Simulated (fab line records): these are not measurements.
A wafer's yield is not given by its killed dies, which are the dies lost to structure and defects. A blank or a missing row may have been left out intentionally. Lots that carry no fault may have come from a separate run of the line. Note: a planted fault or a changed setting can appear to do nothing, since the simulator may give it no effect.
Chamber matching | flow n5 finfet | N5_BEOL_M10_DESCUM_33 on rie diel-04 has 4 sister chambers
The step chemistry O2, time 7.9 s. 8 wafers are shown with their chamber, then 10 later ones without.

WAFERS WITH THEIR CHAMBER
wafer  | chamber | drypump motor current A (A) | showerhead plenum p Torr (Torr)
L082.1 | 0       | 6.4                         | 2.21
L083.1 | 2       | 5.4                         | 2.15
L083.4 | 0       | 6.4                         | 2.21
L083.6 | 3       | 6.5                         | 2.16
L085.2 | 3       | 6.4                         | 2.16
L085.6 | 1       | 5.3                         | 2.08
L088.2 | 1       | 5.3                         | 2.08
L088.4 | 2       | 5.4                         | 2.14

WAFERS WITH NO CHAMBER GIVEN
wafer  | drypump motor current A (A) | showerhead plenum p Torr (Torr)
L088.5 | 5.3                         | 2.08
L092.1 | 5.4                         | 2.14
L092.2 | 6.5                         | 2.16
L092.5 | 5.3                         | 2.08
L096.1 | 5.5                         | 2.14
L096.2 | 5.3                         | 2.08
L096.3 | 6.4                         | 2.20
L095.1 | 6.4                         | 2.20
L095.2 | 5.3                         | 2.07
L095.4 | 5.5                         | 2.14

CHAMBER TAKEN BY EACH
wafer  | from the rows above | in truth
L088.5 | 1                   | 1
L092.1 | 2                   | 2
L092.2 | 3                   | 3
L092.5 | 1                   | 1
L096.1 | 2                   | 2
L096.2 | 1                   | 1
L096.3 | 0                   | 0
L095.1 | 0                   | 0
L095.2 | 1                   | 1
L095.4 | 2                   | 2
Correctly placed: 10 of 10. Left unplaced by these rows: 0. 0 placed wrongly.
How it was worked out, from the rows above alone: a wafer's distance from a chamber is the root of the sum, over the readings, of the square of ((its reading less the chamber's mean) divided by the reading's scatter). The wafer belongs to the nearest chamber; if the next one is less than 2 further off, it can't be placed. Each chamber's mean is taken over the wafers shown for it. The scatter is the square root of a quotient: the sum, over the shown wafers, of each reading's squared deviation from its chamber's mean, divided by wafers minus chambers.
